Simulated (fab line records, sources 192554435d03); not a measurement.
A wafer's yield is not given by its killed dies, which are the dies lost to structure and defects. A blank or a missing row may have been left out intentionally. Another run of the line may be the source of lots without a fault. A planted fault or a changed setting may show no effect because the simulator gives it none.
Matching of chambers + flow n5Finfet + rieDiel-01 running N5_PMOS_HMC_CHANNEL_EPI_STRIP_33: 4 sister chambers
The step strips in N2/H2. 18 wafers are shown with their chamber, then 9 later ones without.

== EACH WAFER AND ITS CHAMBER ==
| wafer  | chamber | showerheadPlenumPTorr (Torr) | drypumpMotorCurrentA (A) | throttleValvePct (%) |
|--------|---------|------------------------------|--------------------------|----------------------|
| L074.1 | 1       | 3.51                         | 5.5                      | 19.0                 |
| L074.2 | 2       | 3.35                         | 5.9                      | 19.5                 |
| L074.4 | 3       | 3.35                         | 5.2                      | 18.9                 |
| L076.2 | 0       | 3.42                         | 5.3                      | 19.1                 |
| L076.3 | 3       | 3.34                         | 5.2                      | 18.9                 |
| L076.5 | 1       | 3.51                         | 5.5                      | 18.9                 |
| L078.1 | 2       | 3.35                         | 5.8                      | 19.5                 |
| L078.2 | 3       | 3.34                         | 5.3                      | 19.0                 |
| L078.6 | 3       | 3.34                         | 5.2                      | 18.9                 |
| L080.2 | 3       | 3.34                         | 5.2                      | 19.0                 |
| L080.3 | 2       | 3.34                         | 5.9                      | 19.5                 |
| L080.6 | 1       | 3.50                         | 5.6                      | 18.9                 |
| L082.1 | 2       | 3.34                         | 5.9                      | 19.5                 |
| L082.3 | 0       | 3.41                         | 5.3                      | 18.7                 |
| L082.4 | 1       | 3.50                         | 5.5                      | 19.0                 |
| L083.1 | 0       | 3.41                         | 5.3                      | 18.7                 |
| L083.2 | 1       | 3.50                         | 5.5                      | 18.9                 |
| L083.4 | 3       | 3.34                         | 5.2                      | 19.0                 |

SIGNATURES (averages over the wafers above)
| reading               | chamber 0 | chamber 1 | chamber 2 | chamber 3 | scatter within a chamber |
|-----------------------|-----------|-----------|-----------|-----------|--------------------------|
| showerheadPlenumPTorr | 3.4133    | 3.5040    | 3.3450    | 3.3417    | 0.00514                  |
| drypumpMotorCurrentA  | 5.300     | 5.520     | 5.875     | 5.217     | 0.0413                   |
| throttleValvePct      | 18.833    | 18.940    | 19.500    | 18.950    | 0.0977                   |
Rule: for each reading, subtract the chamber's mean from the wafer's reading, divide by that reading's scatter and square the result; add these up over the readings and take the root, which gives the wafer's distance from the chamber. If the next closest chamber is less than 2 further off than the closest, the wafer can't be placed; otherwise it belongs to the closest. The scatter: the root of (the sum of the squares of (reading less its chamber's mean) over the shown wafers, divided by (wafers less chambers)).

== WAFERS MISSING THEIR CHAMBER ==
| wafer  | showerheadPlenumPTorr (Torr) | drypumpMotorCurrentA (A) | throttleValvePct (%) |
|--------|------------------------------|--------------------------|----------------------|
| L090.2 | 3.49                         | 5.5                      | 19.0                 |
| L090.4 | 3.40                         | 5.3                      | 18.8                 |
| L090.5 | 3.49                         | 5.5                      | 19.0                 |
| L094.2 | 3.33                         | 5.2                      | 19.0                 |
| L094.3 | 3.49                         | 5.6                      | 19.0                 |
| L094.5 | 3.33                         | 5.9                      | 19.6                 |
| L095.4 | 3.40                         | 5.3                      | 18.8                 |
| L095.5 | 3.33                         | 5.9                      | 19.6                 |
| L095.6 | 3.49                         | 5.5                      | 19.0                 |

== EACH ONE'S CHAMBER ==
| wafer  | from the rows above | in truth |
|--------|---------------------|----------|
| L090.2 | 1                   | 1        |
| L090.4 | 0                   | 0        |
| L090.5 | 1                   | 1        |
| L094.2 | 3                   | 3        |
| L094.3 | 1                   | 1        |
| L094.5 | 2                   | 2        |
| L095.4 | 0                   | 0        |
| L095.5 | 2                   | 2        |
| L095.6 | 1                   | 1        |
9 of 9 placed correctly. Can't be placed from these rows: 0. Placed wrongly: 0.
